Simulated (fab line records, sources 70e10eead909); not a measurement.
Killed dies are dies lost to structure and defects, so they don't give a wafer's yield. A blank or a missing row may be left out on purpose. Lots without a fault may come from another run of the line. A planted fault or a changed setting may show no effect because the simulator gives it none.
Which tool did it? | flow nand_harc | 10 lots, 30 wafers sampled, at 6 steps of a route of 1159

WHAT THE GAUGES READ, wafer by wafer
NHARC_A_M1_INSPECT_11. Usual: raw_defect_count 32, standard deviation 15.
lot  | measured     | on                | raw_defect_count | flag
L365 | day 17 22:08 | defect_inspect-01 | 24 35 27         |
L366 | day 17 22:50 | defect_inspect-01 | 12 13 24         |
L367 | day 18 00:41 | defect_inspect-01 | 28 25 38         |
L363 | day 18 01:26 | defect_inspect-01 | 35 46 43         |
L364 | day 19 01:12 | defect_inspect-01 | 30 33 17         |
L373 | day 20 21:50 | defect_inspect-02 | 1417 1394 1385   | OFF
L374 | day 21 00:23 | defect_inspect-01 | 1404 1414 1400   | OFF
L380 | day 21 13:04 | defect_inspect-02 | 21 21 32         |
L379 | day 21 19:28 | defect_inspect-01 | 53 48 45         |
L382 | day 22 06:20 | defect_inspect-01 | 27 34 22         |

NHARC_END_SORT_01. Usual: defect_limited_yield 95.1 %, standard deviation 1.6; killed_at_array 29, standard deviation 11; killed_at_other 0.6, standard deviation 1; killed_at_periphery 3.1, standard deviation 2.1; killed_dies 33, standard deviation 11; killed_open 3.1, standard deviation 1.9; killed_short 1.9, standard deviation 1.5; sort_bin_2_pct 1.5 %, standard deviation 0.66; sort_bin_3_pct 0.29 %, standard deviation 0.23; sort_bin_4_pct 3.1 %, standard deviation 0.98; sort_n_pass 644, standard deviation 11; sort_rim_yield_pct 96.9 %, standard deviation 2.3; sort_yield_pct 95.1 %, standard deviation 1.6.
lot  | measured     | on        | defect_limited_yield (%) | killed_at_array | killed_at_other | killed_at_periphery | killed_dies | killed_open | killed_short | sort_bin_2_pct (%) | sort_bin_3_pct (%) | sort_bin_4_pct (%) | sort_n_pass | sort_rim_yield_pct (%) | sort_yield_pct (%) | flag
L373 | day 22 11:31 | prober-01 | 83.0 81.5 83.8           | 113 125 107     | 0 0 0           | 2 0 3               | 115 125 110 | 3 8 2       | 1 2 1        | 7.2 5.9 5.8        | 5.47 6.20 5.76     | 4.3 6.4 4.7        | 562 552 567 | 87.7 93.4 88.7         | 83.0 81.5 83.8     | OFF
L374 | day 22 13:10 | prober-02 | 80.2 80.2 80.5           | 134 131 130     | 0 0 0           | 0 3 2               | 134 134 132 | 4 3 3       | 5 3 0        | 7.5 6.8 7.7        | 5.61 6.79 6.20     | 6.6 6.2 5.6        | 543 543 545 | 89.6 83.0 88.7         | 80.2 80.2 80.5     | OFF

WHICH TOOL RAN EACH LOT (tool, then ch and the chambers of the sampled wafers, then the start)
lot  | NHARC_A_M0_DESCUM_14               | NHARC_A_M0_ETCH_34                 | NHARC_A_M0_STRIP_18                | NHARC_A_M1_DEP_00
L365 | rie_diel-06 ch 2,3, day 17 18:11   | rie_diel-06 ch 1,2, day 17 18:17   | rie_diel-13 ch 0,1,3, day 17 18:39 | pecvd-04 ch 0,2, day 17 21:23
L366 | rie_diel-01 ch 1,3, day 17 18:47   | rie_diel-01 ch 1,3, day 17 18:53   | rie_diel-06 ch 0,1,3, day 17 19:13 | pecvd-02 ch 1,2, day 17 21:52
L367 | rie_diel-01 ch 1,3, day 17 20:32   | rie_diel-01 ch 1,2, day 17 20:38   | rie_diel-01 ch 2,3, day 17 21:00   | pecvd-04 ch 0,1, day 17 23:43
L363 | rie_diel-13 ch 1,2,3, day 17 21:25 | rie_diel-13 ch 0,2,3, day 17 21:29 | rie_diel-01 ch 1,2, day 17 21:46   | pecvd-01 ch 0,1, day 18 00:35
L364 | rie_diel-01 ch 1,2,3, day 18 16:38 | rie_diel-01 ch 2,3, day 18 16:45   | rie_diel-13 ch 2,3, day 18 17:05   | pecvd-01 ch 0,1,2, day 19 00:25
L373 | rie_diel-13 ch 0,1,2, day 20 17:46 | rie_diel-13 ch 0,1,2, day 20 17:51 | rie_diel-01 ch 0,1,2, day 20 18:08 | pecvd-01 ch 0,1,2, day 20 20:52
L374 | rie_diel-06 ch 0,3, day 20 20:24   | rie_diel-06 ch 0,3, day 20 20:29   | rie_diel-13 ch 0,1,2, day 20 20:50 | pecvd-01 ch 0,1, day 20 23:26
L380 | rie_diel-06 ch 0,1, day 21 09:04   | rie_diel-06 ch 1,2,3, day 21 09:10 | rie_diel-01 ch 1,2,3, day 21 09:26 | pecvd-02 ch 0,1,2, day 21 12:06
L379 | rie_diel-06 ch 0,1,2, day 21 15:29 | rie_diel-06 ch 1,2,3, day 21 15:33 | rie_diel-06 ch 0,3, day 21 15:50   | pecvd-04 ch 0,1,2, day 21 18:35
L382 | rie_diel-01 ch 0,2,3, day 22 02:14 | rie_diel-01 ch 0,3, day 22 02:19   | rie_diel-01 ch 0,1, day 22 02:37   | pecvd-04 ch 0,1,2, day 22 05:22
- NHARC_A_M0_DESCUM_14: chemistry O2, time 3 s.
- NHARC_A_M0_ETCH_34: etches the open film in N2/H2, target depth 40 nm, overetch 12 nm, time 43.94 s.
- NHARC_A_M0_STRIP_18: strips in N2/H2.
- NHARC_A_M1_DEP_00: deposits SiOC, target thk 182.5 nm.

WHAT THE TOOLS THEMSELVES READ (means of the sampled wafers that have a number; where no wafer has one, the mark that the record gives instead)
NHARC_A_M0_DESCUM_14. Usual: drypump_motor_current_A 5.7 A, standard deviation 0.53; oes_product_au 0.997 a.u., standard deviation 0.013; rf_vpp_V 57.9 V, standard deviation 0.96; showerhead_plenum_p_Torr 1.93 Torr, standard deviation 0.078; throttle_valve_pct 11.312 %, standard deviation 0.0093.
lot  | tool        | drypump_motor_current_A (A) | oes_product_au (a.u.) | rf_vpp_V (V) | showerhead_plenum_p_Torr (Torr) | throttle_valve_pct (%) | flag
L365 | rie_diel-06 | 5.6                         | 1.008                 | 57.3         | 1.88                            | 11.327                 |
L366 | rie_diel-01 | 5.3                         | 0.980                 | 58.5         | 2.02                            | 11.305                 |
L367 | rie_diel-01 | 5.8                         | 0.979                 | 57.8         | 2.02                            | 11.321                 |
L363 | rie_diel-13 | 5.4                         | 1.002                 | 58.1         | 1.95                            | 11.312                 |
L364 | rie_diel-01 | 5.6                         | 0.990                 | 58.1         | 1.94                            | 11.310                 |
L373 | rie_diel-13 | 5.8                         | 0.991                 | 58.2         | 1.92                            | 11.314                 |
L374 | rie_diel-06 | 6.0                         | 0.995                 | 59.3         | 2.00                            | 11.309                 |
L380 | rie_diel-06 | 6.4                         | 1.000                 | 57.8         | 1.92                            | 11.322                 |
L379 | rie_diel-06 | 6.2                         | 0.995                 | 58.0         | 1.91                            | 11.314                 |
L382 | rie_diel-01 | 6.0                         | 1.008                 | 57.0         | 1.88                            | 11.312                 |

NHARC_A_M0_ETCH_34. Usual: drypump_motor_current_A 5.7 A, standard deviation 0.53; oes_product_au 0.995 a.u., standard deviation 0.013; rf_fwd_power_W 394.8 W, standard deviation 1.8; rf_vpp_V 430.9 V, standard deviation 2.5; showerhead_plenum_p_Torr 2.05 Torr, standard deviation 0.085; throttle_valve_pct 14.171 %, standard deviation 0.0096.
lot  | tool        | drypump_motor_current_A (A) | oes_product_au (a.u.) | rf_fwd_power_W (W) | rf_vpp_V (V) | showerhead_plenum_p_Torr (Torr) | throttle_valve_pct (%) | flag
L365 | rie_diel-06 | 6.0                         | 1.004                 | 394.7              | 429.2        | 1.98                            | 14.171                 |
L366 | rie_diel-01 | 5.8                         | 0.977                 | 394.3              | 433.9        | 2.15                            | 14.167                 |
L367 | rie_diel-01 | 5.3                         | 1.008                 | 396.7              | 430.0        | 1.98                            | 14.164                 |
L363 | rie_diel-13 | 5.4                         | 1.004                 | 395.0              | 429.9        | 2.04                            | 14.166                 |
L364 | rie_diel-01 | 6.1                         | 0.990                 | 395.0              | 431.1        | 2.07                            | 14.175                 |
L373 | rie_diel-13 | 5.8                         | 0.989                 | 394.4              | 430.0        | 2.05                            | 14.166                 |
L374 | rie_diel-06 | 5.7                         | 0.996                 | 396.7              | 432.1        | 2.11                            | 14.172                 |
L380 | rie_diel-06 | 5.9                         | 0.997                 | 395.4              | 429.7        | 2.01                            | 14.176                 |
L379 | rie_diel-06 | 5.9                         | 1.001                 | 396.1              | 429.9        | 2.01                            | 14.174                 |
L382 | rie_diel-01 | 6.2                         | 1.013                 | 394.8              | 429.5        | 2.02                            | 14.174                 |

NHARC_A_M0_STRIP_18. Usual: drypump_motor_current_A 5.7 A, standard deviation 0.56; oes_product_au 0.999 a.u., standard deviation 0.014; rf_fwd_power_W 996.9 W, standard deviation 2.7; rf_vpp_V 90.8 V, standard deviation 0.99; showerhead_plenum_p_Torr 2.05 Torr, standard deviation 0.092; throttle_valve_pct 14.171 %, standard deviation 0.0091.
lot  | tool        | drypump_motor_current_A (A) | oes_product_au (a.u.) | rf_fwd_power_W (W) | rf_vpp_V (V) | showerhead_plenum_p_Torr (Torr) | throttle_valve_pct (%) | flag
L365 | rie_diel-13 | 5.4                         | 0.999                 | 991.5              | 91.8         | 2.08                            | 14.172                 |
L366 | rie_diel-06 | 6.1                         | 1.007                 | 997.8              | 91.0         | 2.08                            | 14.172                 |
L367 | rie_diel-01 | 6.0                         | 0.990                 | 997.8              | 90.9         | 2.07                            | 14.167                 |
L363 | rie_diel-01 | 5.3                         | 1.007                 | 996.5              | 91.1         | 1.98                            | 14.178                 |
L364 | rie_diel-13 | 5.0                         | 0.999                 | 997.3              | 91.2         | 2.06                            | 14.174                 |
L373 | rie_diel-01 | 5.5                         | 1.013                 | 994.5              | 88.6         | 2.00                            | 14.176                 |
L374 | rie_diel-13 | 5.8                         | 0.998                 | 998.5              | 91.5         | 2.05                            | 14.172                 |
L380 | rie_diel-01 | 5.5                         | 0.994                 | 997.2              | 91.1         | 2.06                            | 14.166                 |
L379 | rie_diel-06 | 6.0                         | 0.983                 | 998.4              | 91.3         | 2.13                            | 14.177                 |
L382 | rie_diel-01 | 5.3                         | 1.006                 | 997.1              | 90.6         | 2.08                            | 14.157                 |

NHARC_A_M1_DEP_00. Usual: rf_fwd_power_W 598.9 W, standard deviation 1.8.
lot  | tool     | rf_fwd_power_W (W) | flag
L365 | pecvd-04 | 597.5              |
L366 | pecvd-02 | 598.5              |
L367 | pecvd-04 | 597.5              |
L363 | pecvd-01 | 599.3              |
L364 | pecvd-01 | 599.8              |
L373 | pecvd-01 | 598.9              |
L374 | pecvd-01 | 600.4              |
L380 | pecvd-02 | 598.2              |
L379 | pecvd-04 | 598.1              |
L382 | pecvd-04 | 601.6              |

THE ANSWER, worked out from the rows above alone
Rule: a lot is off if the mean of its wafers that have a number lies more than 3 standard deviations from the usual mean. A lot without any number at a reading at which 4 lots or more have one is off too. The other lots that the step has rows for count as sound. The gauges are gone through in route order, then the tools' own readings, and for those a lot's mean is taken as printed above. The first step at which some lot is off is used, and at that step the reading that is off furthest; a lot without a number counts as furthest.
Off: L373, L374, at NHARC_A_M1_INSPECT_11 (raw_defect_count).
A tool fits if, at a process step before that reading, it ran every lot that is off, and no sound lot after the first of them. The gauges at NHARC_A_M1_INSPECT_11 aren't tried: what is off there is off at NHARC_END_SORT_01 too, on other tools, and a gauge's error can't cause that. One fits: pecvd-01 at NHARC_A_M1_DEP_00. Its last sound lot is L364 (day 19 00:25), its first lot that is off L373 (day 20 20:52): a fault that began between those two fits.

WHAT THE SIMULATOR HAD PUT IN
Chamber particle source: pecvd-01, from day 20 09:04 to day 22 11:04, at NHARC_A_M1_DEP_00. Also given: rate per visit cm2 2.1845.
Lots struck among those shown: L373, L374. The rule above found the same.
